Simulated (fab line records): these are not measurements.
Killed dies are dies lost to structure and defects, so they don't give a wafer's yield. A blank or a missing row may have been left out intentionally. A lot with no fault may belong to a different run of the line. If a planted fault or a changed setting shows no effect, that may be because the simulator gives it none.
A lot that was struck, set against a sound lot -- flow n5-finfet -- 19 steps out of a route of 1938
Sound: the wafers L559.1, L559.2, L559.4. Wafers L541.2, L541.3, L541.4 were the ones struck. The cause is given at the end.
Order at every step that has rows: each side's tool, ch and its chambers, its first start. Under that, the readings that differ: sound wafers -- struck wafers -- difference of the means -- sigmas: that difference in standard deviations of wafers without a fault.
alike: same words and numbers on both sides, and readings whose means sit less than 2 such deviations apart. not compared: any withheld reading, any reading some wafer has no value for, any bound like >300 that may hide the same value, and any number with overlapping values for which the record gives no deviation.
The two part at a step that has a row with sigmas, a row that says differs or no value, or rows on one side only. When numbers do not overlap yet have no deviation, they are printed without sigmas and do not part them. Lack of a reading on every wafer of one side parts them only where that side has two or more wafers.

first, 9 steps without rows for these wafers: N5_SDB_EBR_07; N5_SDB_SOFTBAKE_06 (time 60 s); N5_SDB_EXPOSE_08 (exposes mask SDB); N5_SDB_PEB_09 (peb time 60 s); N5_SDB_DEVELOP_10 (develop time 30 s); N5_SDB_DESCUM_16 (chemistry O2, time 7.9 s); N5_SDB_ETCH_17 (etches SiARC in CF4, target depth 23.4 nm, time 39 s); N5_SDB_ETCH_18 (etches SOC in N2/H2, target depth 100 nm, overetch 20 nm, time 150 s); N5_SDB_STRIP_19 (strips in N2/H2).
N5_SDB_STRIP_21: strips in CF4.
  sound on rie-diel-06 ch 0,2,3, day 9 02:32; struck on rie-diel-01 ch 0,2,3, day 4 21:25
  no value came back on the struck wafers for any of 8 readings (bias-power-w (W), cf4-flow-sccm (sccm) and others); on the sound wafers bias-power-w (W) reads 75.43 75.25 75.37
reading,sound,struck,difference,sigmas
model.SiARC_of_SDB_COAT_04.thk-nm (nm),0 0 0,13 12.8 12.8,+13,
then, 1 step without rows for these wafers: N5_SDB_HM_OPEN_20 (chemistry CH3F/O2, target SiNx, stops on poly-Si, target depth 24 nm).
N5_SDB_STRIP_22: strips in N2/H2.
  sound on plasma-asher-02 ch 0,1, day 9 02:38; struck on plasma-asher-02 ch 0,1, day 4 21:31
reading,sound,struck,difference,sigmas
oes-product-au (a.u.),0.715 0.714 0.715,- - -,no value on the struck wafers,
strip-time-to-endpoint-s (s),96.0 96.3 96.5,181.3 180.7 180.9,+84.7,+99 or more
model.SOC_of_SDB_COAT_03.thk-nm (nm),0 0 0,84.6 84.2 84.4,+84.4,
  alike: drypump-motor-current-A, h2-flow-sccm, heater-power-w
  not compared: rf-hours-counter-h
then, 2 steps without rows for these wafers: N5_SDB_PRECLEAN_23 (cleans in dHF, time 30 s); N5_SDB_DUMMY_REMOVE_24 (chemistry TMAH, target poly-Si, stops on SiO2, target depth 142 nm, time 57 s, rinse time 30 s).
N5_SDB_ETCH_25: etches SiO2 in C4F6/O2, target depth 10 nm, time 3.3 s.
  sound on rie-diel-06 ch 0,1,2, day 9 02:58; struck on rie-diel-01 ch 0,2,3, day 4 21:44
reading,sound,struck,difference,sigmas
model.SiARC_of_SDB_COAT_04.thk-nm (nm),0 0 0,5.8 5.6 5.6,+5.7,
  alike: drypump-motor-current-A, oes-product-au, rf-vpp-V, showerhead-plenum-p-Torr, throttle-valve-pct
  not compared: rf-hours-counter-h
N5_SDB_CUT_ETCH_26: etches Si in HBr/Cl2/O2, target depth 129.6 nm, bt time 20 s, time 51.8 s.
  sound on rie-si-01 ch 0,1,2, day 9 03:04; struck on rie-si-05 ch 0,1,3, day 4 21:49
reading,sound,struck,difference,sigmas
oes-product-au (a.u.),1.009 1.003 1.012,0.968 0.979 0.971,-0.035,-3
model.SOC_of_SDB_COAT_03.thk-nm (nm),0 0 0,66.2 65 65,+65.4,
  alike: drypump-motor-current-A, throttle-valve-pct
  not compared: rf-hours-counter-h
then, 1 step without rows for these wafers: N5_SDB_PRECLEAN_38 (cleans in dHF, time 10 s).
N5_BEOL_M4_RC_MEAS_101:
  the record has rows for the sound wafers here (prober-02 ch 0, day 14 03:02) and none for the struck ones
-- a jump in the record: the struck wafers' starts before and after are 9 days apart (it breaks off in module BEOL_M4 and resumes in module PASSIVATION, where the first step shown is number 1936 of the route) --
N5_PASSIVATION_PROBE_49:
  rows exist in the record for the struck wafers here (prober-01, day 13 23:08), but not for the sound ones

## WHERE THEY PART
Earliest at N5_SDB_STRIP_21; latest, in this record, at N5_PASSIVATION_PROBE_49.

WHY: the cause the simulator had injected
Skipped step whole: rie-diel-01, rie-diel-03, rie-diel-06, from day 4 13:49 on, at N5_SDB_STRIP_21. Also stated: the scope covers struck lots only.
